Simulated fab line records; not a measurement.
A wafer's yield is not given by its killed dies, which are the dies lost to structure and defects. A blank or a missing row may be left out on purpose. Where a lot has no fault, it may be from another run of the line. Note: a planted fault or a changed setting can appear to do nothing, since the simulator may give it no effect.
fab line records	flow nand_harc
[record] lots = 11	wafers = 33	last_day = 24
route steps=1159 shown A_M0@1020 A_M1@1038 END@1159
lots that met no fault: from a run of the same line without faults
start_h: hours from the record's first day to the start of the lot's first wafer shown	wait_h: hours elapsed since this lot's preceding step	" unchanged from the row above	L1.1+2: several wafers, shown together as one row	- value missing, or start not given	* or withheld: withheld	< > ~ a bound
route shown NAME@n: NAME is a module with steps in the file, n the number in the route of the first one	usual: mean/standard deviation of fault-free wafers	same: alike in all rows	chamber/n: place in a boat	sites: the reading at each site	_std_site: their standard deviation	_edge_site: outer sites' mean less inner sites'	radius_mm: for every site, how far away it sits from the centre of the wafer	mask NAME#n: copy n	behind: the most recent tool/chamber to have shaped the wafer	hold: why the lot went on hold/how many hours it stayed there/how the hold came to an end	device: the n, p or np transistor that did not switch	end of line: tests of these same wafers at the route's end	a step given without rows: its recipe and nothing more	killed: at the first sort, the dies lost to defects and structure; wafer yield is something else	map: the dies of a wafer, with x for killed, . for not killed, _ for no die there
set.NAME: the setting that was run; set.NAME@STEP: the one run at that earlier step	model.NAME: the simulator's own value behind a step, which no gauge read
one table for each step of the route and one row for each wafer, over a sample of lots
services: a tool's chamber out of use, with start hour (start_h, from the record's first day; less than 0 if before it), hours out, and reason
[[steps]]
[step NHARC_A_M0_THK_MEAS_24]
[recipe] thk_meas_gauge = xrf
[usual] thk_nm = 113.5/1.7
lot.wafer	tool	chamber	start_h	wait_h	thk_nm
L110.1	film_metro-02	-	411.13	-	118.9
L110.3	"	-	"	"	114.4
L110.6	"	-	"	"	117.6
L112.2	film_metro-01	-	417.57	-	112.8
L112.4	"	-	"	"	114.7
L112.6	"	-	"	"	113.6
L117.1	film_metro-01	-	443.20	-	116.8
L117.3	"	-	"	"	115.4
L117.5	"	-	"	"	113.7
L118.1	film_metro-02	-	462.68	-	113.7
L118.3	"	-	"	"	113.2
L118.5	"	-	"	"	115.8
L120.3	film_metro-01	-	463.07	-	112.5
L120.4	"	-	"	"	112.3
L120.6	"	-	"	"	113.1
L121.1	film_metro-01	-	477.97	-	114.7
L121.2	"	-	"	"	113.5
L121.4	"	-	"	"	112.1
L119.1	film_metro-02	-	481.38	-	114.4
L119.3	"	-	"	"	113.2
L119.6	"	-	"	"	114.4
L123.2	film_metro-01	-	497.19	-	116.9
L123.3	"	-	"	"	113.0
L123.5	"	-	"	"	113.9
L126.2	film_metro-01	-	513.44	-	112.5
L126.5	"	-	"	"	111.5
L126.6	"	-	"	"	112.0
L127.1	film_metro-02	-	515.64	-	113.6
L127.3	"	-	"	"	113.7
L127.6	"	-	"	"	116.9
L130.1	film_metro-02	-	523.15	-	114.4
L130.2	"	-	"	"	113.1
L130.4	"	-	"	"	115.1
[step NHARC_A_M0_INSPECT_27]
[usual] raw_defect_count = 479/130
lot.wafer	tool	chamber	start_h	wait_h	raw_defect_count
L110.1	defect_inspect-01	-	411.30	0.0	390
L110.3	"	-	"	"	692
L110.6	"	-	"	"	406
L112.2	defect_inspect-02	-	417.73	0.0	724
L112.4	"	-	"	"	308
L112.6	"	-	"	"	390
L117.1	defect_inspect-02	-	443.35	0.0	515
L117.3	"	-	"	"	416
L117.5	"	-	"	"	397
L118.1	defect_inspect-01	-	462.83	0.0	447
L118.3	"	-	"	"	396
L118.5	"	-	"	"	484
L120.3	defect_inspect-01	-	463.22	0.0	401
L120.4	"	-	"	"	417
L120.6	"	-	"	"	776
L121.1	defect_inspect-01	-	478.12	0.0	550
L121.2	"	-	"	"	544
L121.4	"	-	"	"	580
L119.1	defect_inspect-02	-	481.55	0.0	418
L119.3	"	-	"	"	609
L119.6	"	-	"	"	429
L123.2	defect_inspect-01	-	497.35	0.0	444
L123.3	"	-	"	"	434
L123.5	"	-	"	"	387
L126.2	defect_inspect-02	-	513.61	0.0	321
L126.5	"	-	"	"	270
L126.6	"	-	"	"	262
L127.1	defect_inspect-02	-	515.80	0.0	502
L127.3	"	-	"	"	409
L127.6	"	-	"	"	404
L130.1	defect_inspect-01	-	523.30	0.0	330
L130.2	"	-	"	"	258
L130.4	"	-	"	"	271
[step NHARC_A_M0_PRE_CLEAN_31]
[recipe] time_s = 12	temp_c = 370	rf_power_w = 300	gas = NH3
[usual] heater_power_w = 677/79
[same] time_s = 12
lot.wafer	tool	chamber	start_h	wait_h	heater_power_w
L110.3	pecvd-01	2	411.36	0.1	655
L110.1	"	1	"	"	599
L110.6	"	2	"	"	666
L112.2	pecvd-01	1	417.83	0.1	664
L112.6	"	2	"	"	716
L112.4	"	1	"	"	664
L117.1	pecvd-01	2	443.42	0.1	657
L117.3	"	0	"	"	711
L117.5	"	0	"	"	704
L118.3	pecvd-04	0	462.90	0.1	698
L118.1	"	1	"	"	677
L118.5	"	2	"	"	596
L120.3	pecvd-04	1	463.30	0.1	720
L120.4	"	0	"	"	654
L120.6	"	2	"	"	566
L121.2	pecvd-04	2	478.20	0.1	637
L121.1	"	1	"	"	646
L121.4	"	1	"	"	654
L119.3	pecvd-01	1	481.61	0.1	627
L119.1	"	2	"	"	708
L119.6	"	0	"	"	816
L123.2	pecvd-01	1	497.41	0.1	534
L123.3	"	0	"	"	734
L123.5	"	1	"	"	540
L126.2	pecvd-04	1	513.69	0.1	674
L126.5	"	0	"	"	703
L126.6	"	1	"	"	665
L127.1	pecvd-01	0	515.86	0.1	826
L127.3	"	2	"	"	719
L127.6	"	2	"	"	723
L130.1	pecvd-03	2	523.37	0.1	748
L130.2	"	0	"	"	657
L130.4	"	2	"	"	769
[step NHARC_A_M1_INSPECT_11]
[usual] raw_defect_count = 35/15
lot.wafer	tool	chamber	start_h	wait_h	raw_defect_count
L110.1	defect_inspect-01	-	412.93	0.0	38
L110.3	"	-	"	"	33
L110.6	"	-	"	"	31
L112.2	defect_inspect-02	-	419.28	0.0	7
L112.4	"	-	"	"	16
L112.6	"	-	"	"	10
L117.1	defect_inspect-02	-	444.73	0.0	42
L117.3	"	-	"	"	41
L117.5	"	-	"	"	41
L118.1	defect_inspect-02	-	464.46	0.0	41
L118.3	"	-	"	"	37
L118.5	"	-	"	"	37
L120.3	defect_inspect-02	-	464.91	0.0	23
L120.4	"	-	"	"	28
L120.6	"	-	"	"	28
L121.1	defect_inspect-01	-	479.64	0.0	39
L121.2	"	-	"	"	37
L121.4	"	-	"	"	36
L119.1	defect_inspect-01	-	483.07	0.0	52
L119.3	"	-	"	"	42
L119.6	"	-	"	"	41
L123.2	defect_inspect-01	-	498.85	0.0	408
L123.3	"	-	"	"	367
L123.5	"	-	"	"	397
L126.2	defect_inspect-01	-	515.13	0.0	44
L126.5	"	-	"	"	37
L126.6	"	-	"	"	43
L127.1	defect_inspect-01	-	517.31	0.0	373
L127.3	"	-	"	"	429
L127.6	"	-	"	"	398
L130.1	defect_inspect-02	-	524.67	0.0	23
L130.2	"	-	"	"	14
L130.4	"	-	"	"	27
[step NHARC_A_M1_DESCUM_14]
[recipe] time_s = 3	o2_flow_sccm = 200	ar_flow_sccm = 0	bias_power_w = 0	chemistry = O2
[usual] drypump_motor_current_A = 5.8/0.5	mfc_ar_sccm = 0.016/0.013	oes_product_au = 1.006/0.014	rf_vpp_V = 57.8/0.84	showerhead_plenum_p_Torr = 1.90/0.066	throttle_valve_pct = 11.310/0.0082
[same] time_s = 3
lot.wafer	tool	chamber	start_h	wait_h	drypump_motor_current_A	mfc_ar_sccm	oes_product_au	rf_hours_counter_h	rf_vpp_V	showerhead_plenum_p_Torr	throttle_valve_pct
L110.3	rie_diel-05	1	412.99	0.1	6.7	0.019	0.988	5	57.5	1.91	11.310
L110.1	"	2	"	"	5.5	0	1.009	5	57.5	1.90	11.311
L110.6	"	2	"	"	5.6	0	1.004	-	57.5	1.90	11.301
L112.4	rie_diel-11	1	419.34	0.1	5.4	0.024	0.993	3	57.4	1.82	11.318
L112.2	"	3	"	"	5.8	0.019	1.006	3	58.7	1.89	11.308
L112.6	"	2	"	"	6.5	0.008	0.996	-	59.0	1.88	11.310
L117.1	rie_diel-12	1	444.80	0.1	6.1	0.038	1.026	1	58.0	2.06	11.301
L117.3	"	3	"	"	5.6	0	1.028	1	58.8	1.99	11.296
L117.5	"	1	"	"	6.0	0.038	1.026	-	58.0	2.06	11.298
L118.3	rie_diel-12	1	464.52	0.1	6.0	0.038	1.005	1	58.7	2.06	11.307
L118.1	"	3	"	"	5.6	0	1.019	1	58.3	1.99	11.327
L118.5	"	1	"	"	6.1	0.038	1.012	-	59.8	2.06	11.308
L120.3	rie_diel-12	0	464.97	0.1	5.0	0	1.005	1	58.5	1.93	11.307
L120.4	"	1	"	"	6.0	0.038	1.021	1	57.9	2.06	11.298
L120.6	"	3	"	"	5.6	0	1.020	-	57.3	1.99	11.315
L121.1	rie_diel-11	1	479.71	0.1	5.4	0.024	0.990	8	58.3	1.82	11.321
L121.4	"	2	"	"	6.5	0.008	1.017	8	57.9	1.88	11.297
L121.2	"	3	"	"	5.8	0.019	1.010	8	57.8	1.89	11.308
L119.1	rie_diel-11	0	483.14	0.1	5.5	0.020	1.016	9	57.7	1.88	11.299
L119.3	"	1	"	"	5.4	0.024	0.982	8	57.1	1.81	11.320
L119.6	"	0	"	"	5.5	0.020	1.012	-	59.2	1.88	11.301
L123.3	rie_diel-12	3	498.91	0.1	5.6	0	1.015	2	58.9	1.99	11.304
L123.2	"	1	"	"	6.1	0.038	1.010	2	57.5	2.06	11.316
L123.5	"	3	"	"	5.6	0	1.013	-	57.7	1.99	11.310
L126.2	rie_diel-05	3	515.21	0.1	5.2	0	1.009	9	56.1	1.80	11.318
L126.6	"	1	"	"	6.7	0.019	0.983	-	57.6	1.90	11.312
L126.5	"	2	"	"	5.5	0	1.004	-	57.2	1.90	11.312
L127.3	rie_diel-05	1	517.39	0.1	6.7	0.019	0.980	13	58.5	1.90	11.307
L127.1	"	2	"	"	5.5	0	0.999	13	58.6	1.90	11.315
L127.6	"	0	"	"	6.4	0.030	1.006	-	57.0	1.89	11.318
L130.4	rie_diel-12	3	524.73	0.1	5.6	0	1.019	3	59.0	1.99	11.308
L130.2	"	0	"	"	5.0	0	1.027	3	58.1	1.93	11.315
L130.1	"	1	"	"	6.0	0.038	1.028	3	59.0	2.06	11.323
[step NHARC_END_SORT_01]
[recipe] temp_c = 25
[usual] defect_limited_yield = 95.0/1.6	killed_at_array = 30/10	killed_at_other = 0.5/0.82	killed_at_periphery = 2.9/2	killed_dies = 34/11	killed_open = 3.2/1.8	killed_short = 2.0/1.4	sort_bin_2_pct = 1.5/0.68	sort_bin_3_pct = 0.28/0.21	sort_bin_4_pct = 3.1/0.97	sort_n_pass = 643/11	sort_rim_yield_pct = 94.6/2.9	sort_yield_pct = 95.0/1.6
[same] gross_dies = 677	sort_bin_5_pct[%] = 0	sort_bin_6_pct[%] = 0	sort_bin_7_pct[%] = 0	sort_bin_8_pct[%] = 0	sort_rim_n_gross = 106.00
lot.wafer	tool	chamber	start_h	wait_h	defect_limited_yield[%]	killed_at_array	killed_at_other	killed_at_periphery	killed_dies	killed_open	killed_short	sort_bin_2_pct[%]	sort_bin_3_pct[%]	sort_bin_4_pct[%]	sort_n_pass	sort_rim_yield_pct[%]	sort_yield_pct[%]
L123.2	prober-02	0	544.82	2.8	86.9	86	0	3	89	1	1	6.6	1.92	4.6	588	84.0	86.9
L123.3	prober-02	0	545.63	3.1	85.4	98	1	0	99	0	3	6.1	2.81	5.8	578	86.8	85.4
L123.5	prober-02	0	547.26	3.7	85.1	98	0	3	101	4	2	6.1	2.51	6.4	576	84.9	85.1
L126.2	prober-02	0	560.50	2.8	94.4	35	1	2	38	2	1	1.9	0.30	3.4	639	95.3	94.4
L126.5	prober-02	0	562.93	3.7	94.8	30	3	2	35	3	4	2.1	0.44	2.7	642	93.4	94.8
L126.6	prober-02	0	563.73	4.0	92.6	46	1	3	50	5	7	2.5	0.44	4.4	627	94.3	92.6
L127.1	prober-02	0	567.52	2.5	83.9	103	0	6	109	5	2	7.2	2.36	6.5	568	75.5	83.9
L127.3	prober-02	0	569.11	3.1	85.1	98	0	3	101	2	1	6.6	2.95	5.3	576	84.0	85.1
L127.6	prober-02	0	571.51	4.0	83.6	108	1	2	111	6	2	5.6	3.25	7.5	566	81.1	83.6
// killed by level:class
L123.2 A_M0:unspecified=55 A_CHANNEL_HOLE_D1:chamber_film_flake=14 A_STAIRCASE:chamber_film_flake=5 A_CONTACT:chamber_film_flake=5 A_SLIT:chamber_film_flake=4 P_GATE:chamber_film_flake=2 A_SGD_CUT:geometric_particle:short=1 A_WL_FILL:geometric_particle:open=1
L123.3 A_M0:unspecified=64 A_SLIT:chamber_film_flake=11 A_STAIRCASE:chamber_film_flake=8 A_CHANNEL_HOLE_D1:chamber_film_flake=7 A_CONTACT:chamber_film_flake=3 A_ONON_D1:geometric_particle:short=1 A_CHANNEL_HOLE_D1:geometric_particle:short=1 A_SGD_CUT:geometric_particle:short=1
L123.5 A_M0:unspecified=62 A_SLIT:chamber_film_flake=17 A_CHANNEL_HOLE_D1:chamber_film_flake=8 A_STAIRCASE:chamber_film_flake=3 A_CONTACT:chamber_film_flake=3 P_CONTACT:geometric_particle:short=1 P_M0:geometric_particle:open=1 A_SOURCE_PLATE:geometric_particle:open=1
L126.2 A_CHANNEL_HOLE_D1:chamber_film_flake=16 A_SGD_CUT:chamber_film_flake=6 A_STAIRCASE:chamber_film_flake=4 A_CONTACT:chamber_film_flake=4 A_BLC:chamber_film_flake=3 P_M0:geometric_particle:open=1 P_M1:geometric_particle:open=1 A_CONTACT:geometric_particle:short=1
L126.5 A_CHANNEL_HOLE_D1:chamber_film_flake=14 A_SGD_CUT:chamber_film_flake=3 A_CONTACT:chamber_film_flake=3 A_CONTACT:geometric_particle:open=2 P_ZERO_WELL:chamber_film_flake=2 THIN_TSV:chamber_film_flake=2 A_SOURCE_PLATE:geometric_particle:short=1 A_CHANNEL_HOLE_D1:geometric_particle:short=1
L126.6 A_CHANNEL_HOLE_D1:chamber_film_flake=13 A_SGD_CUT:chamber_film_flake=7 A_CONTACT:chamber_film_flake=6 A_STAIRCASE:chamber_film_flake=4 A_BLC:chamber_film_flake=3 A_SGD_CUT:geometric_particle:short=2 A_M0:geometric_particle:open=2 P_GATE:geometric_particle:short=1
L127.1 A_M0:unspecified=68 A_CHANNEL_HOLE_D1:chamber_film_flake=15 A_SLIT:chamber_film_flake=10 A_STAIRCASE:chamber_film_flake=3 P_GATE:geometric_particle:open=2 A_CHANNEL_FILL_D1:geometric_particle:short=2 A_WL_FILL:geometric_particle:open=2 P_STI:chamber_film_flake=2
L127.3 A_M0:unspecified=62 A_CHANNEL_HOLE_D1:chamber_film_flake=15 A_SLIT:chamber_film_flake=14 P_GATE:chamber_film_flake=2 A_STAIRCASE:chamber_film_flake=2 A_CONTACT:chamber_film_flake=2 A_SOURCE_PLATE:geometric_particle:short=1 A_CHANNEL_FILL_D1:geometric_particle:open=1
L127.6 A_M0:unspecified=70 A_CHANNEL_HOLE_D1:chamber_film_flake=15 A_SLIT:chamber_film_flake=15 P_CONTACT:geometric_particle:open=2 A_CHANNEL_FILL_D1:geometric_particle:open=2 A_CONTACT:geometric_particle:open=2 A_CONTACT:chamber_film_flake=2 A_ONON_D1:geometric_particle:short=1
[[services]]
tool	chamber	start_h	hours	kind
rie_diel-12	0	388.40	-	clean
rie_diel-12	1	388.40	-	clean
rie_diel-12	2	388.40	-	clean
rie_diel-05	0	389.41	2.2	repair
pecvd-03	0	404.05	22.6	repair
pecvd-04	-	410.43	0.7	repair
pecvd-04	-	414.04	1.8	repair
pecvd-01	-	418.14	13.0	pm
pecvd-01	0	418.14	13.0	vent_cycle
pecvd-01	1	418.14	13.0	vent_cycle
pecvd-01	2	418.14	13.0	vent_cycle
rie_diel-05	3	428.57	16.1	repair
rie_diel-12	-	428.78	2.9	repair
pecvd-01	0	431.14	-	clean
pecvd-01	1	431.14	-	clean
pecvd-01	2	431.14	-	clean
pecvd-04	1	433.42	4.3	repair
rie_diel-05	1	452.48	8.6	repair
rie_diel-05	-	455.33	0.5	repair
pecvd-03	1	460.76	18.1	repair
pecvd-03	-	473.09	13.0	pm
pecvd-01	-	482.25	5.7	repair
pecvd-03	-	504.33	0.4	repair
rie_diel-05	-	517.62	9.0	pm
[[key]]
[first_sign] step = NHARC_A_M1_INSPECT_11	reading = raw_defect_count	direction = up	sigmas = 24	usual = 35	struck = 395
[effect] step = NHARC_END_SORT_01	reading = killed_at_array	direction = up	sigmas = 6.6	usual = 30	struck = 98
[more_kills_born_at] NHARC_A_M0_PRE_CLEAN_31@pecvd-01 = 381
met_at NHARC_A_M0_PRE_CLEAN_31
struck_lots L123,L127
not_acting_at NHARC_A_M0_THK_MEAS_24,NHARC_A_M0_INSPECT_27,NHARC_A_M1_DESCUM_14
onset_between 481.61 497.41
[fault] kind = chamber_particle_source	tool = pecvd-01	chamber = -	onset_h = 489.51	steps = NHARC_A_M0_PRE_CLEAN_31	rate_per_visit_cm2 = 0.52656	end_h = 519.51
